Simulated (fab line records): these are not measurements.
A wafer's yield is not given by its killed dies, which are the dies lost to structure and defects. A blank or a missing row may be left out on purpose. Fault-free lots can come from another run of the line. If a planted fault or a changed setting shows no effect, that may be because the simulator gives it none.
Struck lot and sound lot, side by side | flow n5Finfet | 39 steps out of a route of 1938
Sound: wafers L315.1, L315.4, L315.5. Struck: wafer L313.3; the same lot's L313.4 was not struck, so it is left out; see the end for the cause.
Per side, at each step with rows, come the tool, then ch with its chambers, and then its first start. Under that, the readings that differ: sound wafers | struck wafers | difference of the means | sigmas: that difference in standard deviations of wafers without a fault.
alike: a reading whose means differ by less than 2 such deviations, as well as words and numbers matching on both sides. not compared: withheld readings; readings where some wafer has no value; bounds like >300 that might hide an equal value; numbers whose values overlap and for which the record gives no deviation.
The two part at a step that has a row with sigmas, a row that says differs or no value, or rows on one side only. Numbers that don't overlap but have no deviation are shown without sigmas and don't part them. A reading that every wafer of one side lacks parts them only if that side has two wafers or more.

first, 9 steps without rows for these wafers: N5_BEOL_M1_COAT_22 (resist thk 30 nm); N5_BEOL_M1_EBR_24; N5_BEOL_M1_SOFTBAKE_23 (time 60 s); N5_BEOL_M1_EXPOSE_25 (exposes mask V0, defocus 5 nm, target cd 24 nm); N5_BEOL_M1_PEB_26 (peb time 60 s); N5_BEOL_M1_DEVELOP_27 (develop time 30 s); N5_BEOL_M1_DESCUM_33 (chemistry O2, time 7 s); N5_BEOL_M1_ETCH_77 (etches underlayer in N2/H2, target depth 6.5 nm, time 5.2 s); N5_BEOL_M1_ETCH_69 (etches SiARC in CF4, target depth 15.6 nm, time 26 s).
N5_BEOL_M1_ALD_98: deposits SiO2, target thk 2.5 nm, pulse time 1 s, co reactant pulse time 1 s.
  sound on aldSin-01 ch 0,2,3, day 9 08:15; struck on aldSin-03 ch 1, day 8 15:20
reading                                 | sound       | struck | difference | sigmas
aldCycles                               | 17 17 17    | 12     | -5         | 
heaterPowerW (W)                        | 76 78 81    | 88     | +10        | +2
model.SiO2_of_BEOL_M1_ALD_98.thkNm (nm) | 2.6 2.4 2.6 | 1.8    | -0.7       | 
  alike: precursorPulseHeightRel
then, 4 steps without rows for these wafers: N5_BEOL_M1_ETCHBACK_99 (etches SiO2 in CHF3, target depth 5 nm, time 10.4 s); N5_BEOL_M1_ETCH_70 (etches SOC in N2/H2, target depth 80 nm, overetch 16 nm, time 120 s); N5_BEOL_M1_STRIP_71 (strips in N2/H2); N5_BEOL_M1_STRIP_78 (strips in N2/H2).
N5_BEOL_M1_VIA_ETCH_34: etches the open film in C4F6/O2, target depth 67.8 nm, time 64.4 s.
  sound on rieDiel-03 ch 0,1,3, day 9 09:15; struck on rieDiel-01 ch 1, day 8 18:30
reading                      | sound          | struck | difference | sigmas
showerheadPlenumPTorr (Torr) | 2.76 2.70 2.63 | 2.95   | +0.25      | +2
model.BEOL_M1.cdNm (nm)      | 18.2 18 18     | 19.2   | +1.1       | 
  alike: drypumpMotorCurrentA, oes_ar_750_au, oesProductAu, rfVppV, throttleValvePct
  not compared: rfHoursCounterH
then, 22 steps without rows for these wafers: N5_BEOL_M1_STRIP_83 (strips in C4F6/O2); N5_BEOL_M1_STRIP_36 (strips in N2/H2); N5_BEOL_M1_TRENCH_ETCH_37 (etches SiOC in C4F6/O2, target depth 55.207 nm, time 29 s); N5_BEOL_M1_ETCH_41 (etches SiCN in CH3F/O2, target depth 31.9 nm, time 57.8 s); N5_BEOL_M1_STRIP_97 (strips in N2/H2, time 10 s); N5_BEOL_M1_HM_STRIP_39 (strips TiN in peroxide tin strip, target depth 25 nm, time 158 s); N5_BEOL_M1_SRD_40 (time 30 s); N5_BEOL_M1_PRECLEAN_42 (cleans in residue remover, time 60 s); N5_BEOL_M1_SRD_43 (time 30 s); N5_BEOL_M1_DEGAS_44 (time 60 s); N5_BEOL_M1_PRE_CLEAN_45 (time 30 s); N5_BEOL_M1_ALD_84 (deposits TaN, pulse time 2 s, purge time 3 s, co reactant purge time 2 s); N5_BEOL_M1_SURFACE_TREAT_85; N5_BEOL_M1_CVD_47 (deposits Co from CCTBA/H2, target thk 3 nm, time 223.8 s); N5_BEOL_M1_SPUTTER_48 (material Cu, target thk 4.5 nm, time 8.29 s); N5_BEOL_M1_ANNEAL_49 (time 240 s); N5_BEOL_M1_SPUTTER_79 (material Cu, target thk 4.5 nm, time 8.29 s); N5_BEOL_M1_ANNEAL_80 (time 240 s); N5_BEOL_M1_SPUTTER_81 (material Cu, target thk 4.5 nm, time 8.29 s); N5_BEOL_M1_ANNEAL_82 (time 240 s); N5_BEOL_M1_SPUTTER_86 (material Cu, target thk 4.5 nm, time 8.29 s); N5_BEOL_M1_ANNEAL_87 (time 240 s).
N5_BEOL_M4_RC_MEAS_101:
  sound on prober-02 ch 0, day 11 00:32; struck on prober-02 ch 0, day 10 04:18
reading             | sound       | struck | difference | sigmas
CHAIN_V0 (ohm/link) | 230 235 243 | 214    | -22        | -3
  alike: DIBL_N, DIBL_P, IOFF_N, IOFF_P, ION_N, ION_P, SS_N, SS_P, VT_N, VT_P
N5_PASSIVATION_PROBE_49:
  the record has rows for the sound wafers here (prober-01, day 15 10:23) and none for the struck ones

## WHERE THEY PART
Last at N5_PASSIVATION_PROBE_49 as far as this record goes, first at N5_BEOL_M1_ALD_98.

WHY: what had been put in by the simulator
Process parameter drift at N5_BEOL_M1_ALD_98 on aldSin-03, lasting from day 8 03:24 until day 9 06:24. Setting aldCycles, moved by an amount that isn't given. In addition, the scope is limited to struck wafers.
